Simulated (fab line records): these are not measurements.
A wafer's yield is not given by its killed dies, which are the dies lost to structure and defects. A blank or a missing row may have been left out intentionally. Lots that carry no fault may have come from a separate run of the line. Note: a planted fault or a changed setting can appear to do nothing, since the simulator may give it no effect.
Which tool was responsible? || flow n5_finfet || 11 lots, 33 wafers sampled, at 4 steps of a route of 1938

## WHAT THE GAUGES READ, wafer by wafer
N5_PASSIVATION_CD_MEAS_44 targets a cd of 40000 nm. Usual: cd_nm reads 40002 nm (standard deviation 4.6).
{"lot": "L370", "measured": "day 12 06:58", "on": "cd_sem-02", "cd_nm (nm)": "39996 40000 40001", "flag": ""}
{"lot": "L372", "measured": "day 12 10:22", "on": "cd_sem-01", "cd_nm (nm)": "39993 39998 39994", "flag": ""}
{"lot": "L374", "measured": "day 12 21:05", "on": "cd_sem-01", "cd_nm (nm)": "40000 40001 39997", "flag": ""}
{"lot": "L383", "measured": "day 15 09:06", "on": "cd_sem-02", "cd_nm (nm)": "39996 40002 39996", "flag": ""}
{"lot": "L382", "measured": "day 15 05:17", "on": "cd_sem-02", "cd_nm (nm)": "40006 39997 39999", "flag": ""}
{"lot": "L386", "measured": "day 15 12:58", "on": "cd_sem-03", "cd_nm (nm)": "39998 40002 40003", "flag": ""}
{"lot": "L387", "measured": "day 16 13:32", "on": "cd_sem-02", "cd_nm (nm)": "40008 40006 40009", "flag": ""}
{"lot": "L388", "measured": "day 16 19:45", "on": "cd_sem-02", "cd_nm (nm)": "40007 40011 40006", "flag": ""}
{"lot": "L389", "measured": "day 17 00:41", "on": "cd_sem-01", "cd_nm (nm)": "40009 40007 40008", "flag": ""}
{"lot": "L390", "measured": "day 17 05:07", "on": "cd_sem-02", "cd_nm (nm)": "39999 40007 39996", "flag": ""}
{"lot": "L392", "measured": "day 17 11:11", "on": "cd_sem-01", "cd_nm (nm)": "40004 40008 40004", "flag": ""}

## WHAT TOOL EACH LOT RAN ON (gives the tool, then ch and the chambers of the sampled wafers, and finally the start)
{"lot": "L370", "N5_BEOL_M3_SPUTTER_81": "pvd_sputter-03, day 7 06:47", "N5_PASSIVATION_STRIP_14": "rie_diel-02 ch 2,3, day 12 03:50", "N5_PASSIVATION_ETCH_59": "rie_metal-02 ch 0,1, day 12 05:41"}
{"lot": "L372", "N5_BEOL_M3_SPUTTER_81": "pvd_sputter-01, day 7 20:14", "N5_PASSIVATION_STRIP_14": "rie_diel-01 ch 1,2,3, day 12 06:39", "N5_PASSIVATION_ETCH_59": "rie_metal-03 ch 0, day 12 08:35"}
{"lot": "L374", "N5_BEOL_M3_SPUTTER_81": "pvd_sputter-03, day 8 13:14", "N5_PASSIVATION_STRIP_14": "rie_diel-02 ch 2,3, day 12 17:44", "N5_PASSIVATION_ETCH_59": "rie_metal-02 ch 0,1, day 12 19:50"}
{"lot": "L383", "N5_BEOL_M3_SPUTTER_81": "pvd_sputter-02, day 10 12:38", "N5_PASSIVATION_STRIP_14": "rie_diel-01 ch 0,2, day 15 05:25", "N5_PASSIVATION_ETCH_59": "rie_metal-02 ch 1, day 15 07:40"}
{"lot": "L382", "N5_BEOL_M3_SPUTTER_81": "pvd_sputter-01, day 10 13:04", "N5_PASSIVATION_STRIP_14": "rie_diel-06 ch 0,1, day 15 01:49", "N5_PASSIVATION_ETCH_59": "rie_metal-01 ch 0, day 15 03:53"}
{"lot": "L386", "N5_BEOL_M3_SPUTTER_81": "pvd_sputter-03, day 11 02:42", "N5_PASSIVATION_STRIP_14": "rie_diel-02 ch 1,2,3, day 15 09:59", "N5_PASSIVATION_ETCH_59": "rie_metal-03 ch 0,1, day 15 11:48"}
{"lot": "L387", "N5_BEOL_M3_SPUTTER_81": "pvd_sputter-02, day 11 16:01", "N5_PASSIVATION_STRIP_14": "rie_diel-01 ch 0,1, day 16 09:54", "N5_PASSIVATION_ETCH_59": "rie_metal-02 ch 0, day 16 12:11"}
{"lot": "L388", "N5_BEOL_M3_SPUTTER_81": "pvd_sputter-02, day 12 04:58", "N5_PASSIVATION_STRIP_14": "rie_diel-02 ch 0,1,2, day 16 15:43", "N5_PASSIVATION_ETCH_59": "rie_metal-02 ch 0, day 16 18:23"}
{"lot": "L389", "N5_BEOL_M3_SPUTTER_81": "pvd_sputter-03, day 12 07:38", "N5_PASSIVATION_STRIP_14": "rie_diel-02 ch 1,2,3, day 16 19:43", "N5_PASSIVATION_ETCH_59": "rie_metal-02 ch 0, day 16 23:15"}
{"lot": "L390", "N5_BEOL_M3_SPUTTER_81": "pvd_sputter-02, day 12 07:53", "N5_PASSIVATION_STRIP_14": "rie_diel-01 ch 1,2,3, day 17 02:01", "N5_PASSIVATION_ETCH_59": "rie_metal-01 ch 0,1, day 17 03:59"}
{"lot": "L392", "N5_BEOL_M3_SPUTTER_81": "pvd_sputter-02, day 12 17:12", "N5_PASSIVATION_STRIP_14": "rie_diel-02 ch 1,2, day 17 08:13", "N5_PASSIVATION_ETCH_59": "rie_metal-01 ch 0,1, day 17 10:01"}
- N5_BEOL_M3_SPUTTER_81: material Cu, target thk 4.5 nm, time 8.29 s.
- N5_PASSIVATION_STRIP_14: strips in O2.
- N5_PASSIVATION_ETCH_59: etches TaN in Cl2/BCl3, target depth 65 nm, time 34.9 s.

## AS READ BY THE TOOLS THEMSELVES (means over the sampled wafers that have a number; for cases with no such wafer, the mark the record gives instead)
N5_BEOL_M3_SPUTTER_81. Usual: chuck_sensor_temp_C -16.0 C, standard deviation 0.62; substrate_temp_c -20.01 C, standard deviation 0.11; throttle_valve_pct 30.0 %, standard deviation 1.1.
{"lot": "L370", "tool": "pvd_sputter-03", "chuck_sensor_temp_C (C)": -16.8, "substrate_temp_c (C)": -19.97, "throttle_valve_pct (%)": 30.9, "flag": ""}
{"lot": "L372", "tool": "pvd_sputter-01", "chuck_sensor_temp_C (C)": -16.1, "substrate_temp_c (C)": -20.08, "throttle_valve_pct (%)": 30.5, "flag": ""}
{"lot": "L374", "tool": "pvd_sputter-03", "chuck_sensor_temp_C (C)": -16.6, "substrate_temp_c (C)": -19.97, "throttle_valve_pct (%)": 30.4, "flag": ""}
{"lot": "L383", "tool": "pvd_sputter-02", "chuck_sensor_temp_C (C)": -15.6, "substrate_temp_c (C)": -19.95, "throttle_valve_pct (%)": 29.6, "flag": ""}
{"lot": "L382", "tool": "pvd_sputter-01", "chuck_sensor_temp_C (C)": -15.7, "substrate_temp_c (C)": -19.99, "throttle_valve_pct (%)": 30.0, "flag": ""}
{"lot": "L386", "tool": "pvd_sputter-03", "chuck_sensor_temp_C (C)": -16.4, "substrate_temp_c (C)": -19.96, "throttle_valve_pct (%)": 29.7, "flag": ""}
{"lot": "L387", "tool": "pvd_sputter-02", "chuck_sensor_temp_C (C)": -15.7, "substrate_temp_c (C)": -19.93, "throttle_valve_pct (%)": 29.5, "flag": ""}
{"lot": "L388", "tool": "pvd_sputter-02", "chuck_sensor_temp_C (C)": -15.7, "substrate_temp_c (C)": -20.01, "throttle_valve_pct (%)": 29.5, "flag": ""}
{"lot": "L389", "tool": "pvd_sputter-03", "chuck_sensor_temp_C (C)": -16.5, "substrate_temp_c (C)": -20.09, "throttle_valve_pct (%)": 29.7, "flag": ""}
{"lot": "L390", "tool": "pvd_sputter-02", "chuck_sensor_temp_C (C)": -15.7, "substrate_temp_c (C)": -20.05, "throttle_valve_pct (%)": 30.1, "flag": ""}
{"lot": "L392", "tool": "pvd_sputter-02", "chuck_sensor_temp_C (C)": -15.8, "substrate_temp_c (C)": -19.96, "throttle_valve_pct (%)": 29.4, "flag": ""}

N5_PASSIVATION_STRIP_14. Usual: drypump_motor_current_A 5.9 A, standard deviation 0.35; o2_flow_sccm 224.9 sccm, standard deviation 0.73; oes_product_au 0.80 a.u., standard deviation 0.084; rf_vpp_V 3.7 V, standard deviation 0.86; showerhead_plenum_p_Torr 2.12 Torr, standard deviation 0.079; throttle_valve_pct 16.64 %, standard deviation 0.2.
{"lot": "L370", "tool": "rie_diel-02", "drypump_motor_current_A (A)": 5.8, "o2_flow_sccm (sccm)": 225.5, "oes_product_au (a.u.)": 0.84, "rf_vpp_V (V)": 3.5, "showerhead_plenum_p_Torr (Torr)": 2.08, "throttle_valve_pct (%)": 16.54, "flag": ""}
{"lot": "L372", "tool": "rie_diel-01", "drypump_motor_current_A (A)": 5.9, "o2_flow_sccm (sccm)": 224.8, "oes_product_au (a.u.)": 0.82, "rf_vpp_V (V)": 4.2, "showerhead_plenum_p_Torr (Torr)": 2.14, "throttle_valve_pct (%)": 16.74, "flag": ""}
{"lot": "L374", "tool": "rie_diel-02", "drypump_motor_current_A (A)": 5.8, "o2_flow_sccm (sccm)": 224.5, "oes_product_au (a.u.)": 0.83, "rf_vpp_V (V)": 4.5, "showerhead_plenum_p_Torr (Torr)": 2.07, "throttle_valve_pct (%)": 16.57, "flag": ""}
{"lot": "L383", "tool": "rie_diel-01", "drypump_motor_current_A (A)": 5.3, "o2_flow_sccm (sccm)": 224.6, "oes_product_au (a.u.)": 0.79, "rf_vpp_V (V)": 3.6, "showerhead_plenum_p_Torr (Torr)": 2.06, "throttle_valve_pct (%)": 16.66, "flag": ""}
{"lot": "L382", "tool": "rie_diel-06", "drypump_motor_current_A (A)": 5.9, "o2_flow_sccm (sccm)": 224.8, "oes_product_au (a.u.)": 0.70, "rf_vpp_V (V)": 3.4, "showerhead_plenum_p_Torr (Torr)": 2.15, "throttle_valve_pct (%)": 16.89, "flag": ""}
{"lot": "L386", "tool": "rie_diel-02", "drypump_motor_current_A (A)": 6.0, "o2_flow_sccm (sccm)": 225.2, "oes_product_au (a.u.)": 0.83, "rf_vpp_V (V)": 4.5, "showerhead_plenum_p_Torr (Torr)": 2.06, "throttle_valve_pct (%)": 16.53, "flag": ""}
{"lot": "L387", "tool": "rie_diel-01", "drypump_motor_current_A (A)": 5.4, "o2_flow_sccm (sccm)": 225.2, "oes_product_au (a.u.)": 0.83, "rf_vpp_V (V)": 3.8, "showerhead_plenum_p_Torr (Torr)": 2.02, "throttle_valve_pct (%)": 16.70, "flag": ""}
{"lot": "L388", "tool": "rie_diel-02", "drypump_motor_current_A (A)": 6.0, "o2_flow_sccm (sccm)": 225.7, "oes_product_au (a.u.)": 0.84, "rf_vpp_V (V)": 4.2, "showerhead_plenum_p_Torr (Torr)": 2.09, "throttle_valve_pct (%)": 16.41, "flag": ""}
{"lot": "L389", "tool": "rie_diel-02", "drypump_motor_current_A (A)": 5.9, "o2_flow_sccm (sccm)": 225.1, "oes_product_au (a.u.)": 0.81, "rf_vpp_V (V)": 3.5, "showerhead_plenum_p_Torr (Torr)": 2.06, "throttle_valve_pct (%)": 16.55, "flag": ""}
{"lot": "L390", "tool": "rie_diel-01", "drypump_motor_current_A (A)": 5.9, "o2_flow_sccm (sccm)": 224.9, "oes_product_au (a.u.)": 0.77, "rf_vpp_V (V)": 3.3, "showerhead_plenum_p_Torr (Torr)": 2.13, "throttle_valve_pct (%)": 16.77, "flag": ""}
{"lot": "L392", "tool": "rie_diel-02", "drypump_motor_current_A (A)": 6.1, "o2_flow_sccm (sccm)": 224.8, "oes_product_au (a.u.)": 0.78, "rf_vpp_V (V)": 2.8, "showerhead_plenum_p_Torr (Torr)": 2.02, "throttle_valve_pct (%)": 16.55, "flag": ""}

N5_PASSIVATION_ETCH_59. Usual: drypump_motor_current_A 5.7 A, standard deviation 0.63; oes_product_au 0.81 a.u., standard deviation 0.11; throttle_valve_pct 21.24 %, standard deviation 0.11.
{"lot": "L370", "tool": "rie_metal-02", "drypump_motor_current_A (A)": 5.7, "oes_product_au (a.u.)": 0.66, "throttle_valve_pct (%)": 21.37, "flag": ""}
{"lot": "L372", "tool": "rie_metal-03", "drypump_motor_current_A (A)": 6.4, "oes_product_au (a.u.)": 0.88, "throttle_valve_pct (%)": 21.30, "flag": ""}
{"lot": "L374", "tool": "rie_metal-02", "drypump_motor_current_A (A)": 6.1, "oes_product_au (a.u.)": 0.66, "throttle_valve_pct (%)": 21.32, "flag": ""}
{"lot": "L383", "tool": "rie_metal-02", "drypump_motor_current_A (A)": 6.4, "oes_product_au (a.u.)": 0.66, "throttle_valve_pct (%)": 21.26, "flag": ""}
{"lot": "L382", "tool": "rie_metal-01", "drypump_motor_current_A (A)": 5.0, "oes_product_au (a.u.)": 0.82, "throttle_valve_pct (%)": 21.19, "flag": ""}
{"lot": "L386", "tool": "rie_metal-03", "drypump_motor_current_A (A)": 5.4, "oes_product_au (a.u.)": 0.79, "throttle_valve_pct (%)": 21.29, "flag": ""}
{"lot": "L387", "tool": "rie_metal-02", "drypump_motor_current_A (A)": 5.3, "oes_product_au (a.u.)": 0.98, "throttle_valve_pct (%)": 21.14, "flag": ""}
{"lot": "L388", "tool": "rie_metal-02", "drypump_motor_current_A (A)": 5.4, "oes_product_au (a.u.)": 0.96, "throttle_valve_pct (%)": 21.15, "flag": ""}
{"lot": "L389", "tool": "rie_metal-02", "drypump_motor_current_A (A)": 5.4, "oes_product_au (a.u.)": 0.95, "throttle_valve_pct (%)": 21.15, "flag": ""}
{"lot": "L390", "tool": "rie_metal-01", "drypump_motor_current_A (A)": 5.3, "oes_product_au (a.u.)": 0.85, "throttle_valve_pct (%)": 21.09, "flag": ""}
{"lot": "L392", "tool": "rie_metal-01", "drypump_motor_current_A (A)": 5.6, "oes_product_au (a.u.)": 0.89, "throttle_valve_pct (%)": 20.99, "flag": ""}

## THE ANSWER, worked out from the rows above alone
Rule: take the mean of a lot's wafers that have a number; if it is more than 3 standard deviations from the usual mean, the lot is off. Also off: a lot with no number at a reading for which 4 or more lots have one. Where the step has rows for the other lots, those lots are counted as sound. Order of review: gauges by route order, followed by the tools' own readings, for which a lot's mean as printed above is used. At the first step where some lot is off, the reading lying furthest off is the one used; lots without a number count as furthest.
None of the lots is off at any reading shown; this tells nothing.

## WHAT THE SIMULATOR PUT IN
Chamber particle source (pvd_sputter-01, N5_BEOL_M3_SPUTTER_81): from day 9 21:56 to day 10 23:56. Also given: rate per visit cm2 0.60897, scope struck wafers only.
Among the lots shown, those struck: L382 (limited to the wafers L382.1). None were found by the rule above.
